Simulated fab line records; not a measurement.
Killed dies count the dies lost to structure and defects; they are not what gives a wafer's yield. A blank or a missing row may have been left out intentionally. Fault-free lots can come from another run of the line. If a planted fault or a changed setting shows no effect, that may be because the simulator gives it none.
Chamber matching | flow nandHarc | 4 sister chambers for NHARC_A_BONDPAD_CMP_19 on cmp-03
The step polishes, t overpolish 30 s, cu recess touch 16 s, target thk 169.8 nm. 14 wafers are shown with their chamber, then 7 later ones without.

## WAFERS WITH THEIR CHAMBER
wafer  | chamber | motorCurrentA (A) | overpolishRunS (s)
L877.1 | 0       | 11.0              | 30.006
L877.3 | 3       | 11.7              | 30.003
L877.5 | 2       | 12.7              | 29.983
L881.2 | 3       | 12.2              | 30.005
L881.5 | 0       | 10.6              | 29.995
L881.6 | 3       | 11.9              | 29.988
L880.3 | 1       | 12.4              | 29.991
L880.4 | 3       | 12.2              | 29.990
L880.5 | 2       | 12.8              | 30.004
L882.1 | 2       | 12.6              | 30.005
L882.4 | 1       | 12.2              | 30.001
L882.6 | 3       | 12.3              | 29.993
L890.1 | 0       | 10.8              | 30.004
L890.2 | 2       | 12.6              | 29.996

SIGNATURES, as means of the wafers listed above
reading        | chamber 0 | chamber 1 | chamber 2 | chamber 3 | scatter within a chamber
motorCurrentA  | 10.800    | 12.300    | 12.675    | 12.060    | 0.195
overpolishRunS | 30.00167  | 29.99600  | 29.99700  | 29.99580  | 0.00817
Rule: for each reading, subtract the chamber's mean from the wafer's reading, divide by that reading's scatter and square the result; add these up over the readings and take the root, which gives the wafer's distance from the chamber. If the next closest chamber is less than 2 further off than the closest, the wafer can't be placed; otherwise it belongs to the closest. The scatter: the root of (the sum of the squares of (reading less its chamber's mean) over the shown wafers, divided by (wafers less chambers)).

## WAFERS WHOSE CHAMBER IS MISSING
wafer  | motorCurrentA (A) | overpolishRunS (s)
L890.3 | 12.2              | 30.002
L891.2 | 12.0              | 29.990
L891.5 | 12.6              | 30.005
L891.6 | 13.1              | 29.990
L899.1 | 12.5              | 29.993
L899.4 | 11.2              | 29.999
L899.5 | 10.8              | 30.017

## WHICH CHAMBER EACH WENT THROUGH
wafer  | from the rows above          | in truth
L890.3 | can't be placed: 1 or 3 or 2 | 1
L891.2 | can't be placed: 3 or 1      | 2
L891.5 | can't be placed: 2 or 1 or 3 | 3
L891.6 | can't be placed: 2 or 1      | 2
L899.1 | can't be placed: 2 or 1 or 3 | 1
L899.4 | 0                            | 0
L899.5 | 0                            | 0
Correct placement for 2 of the 7. Can't be placed from these rows: 5 (the true chamber is among the candidates in 4). Placed wrongly: 0.
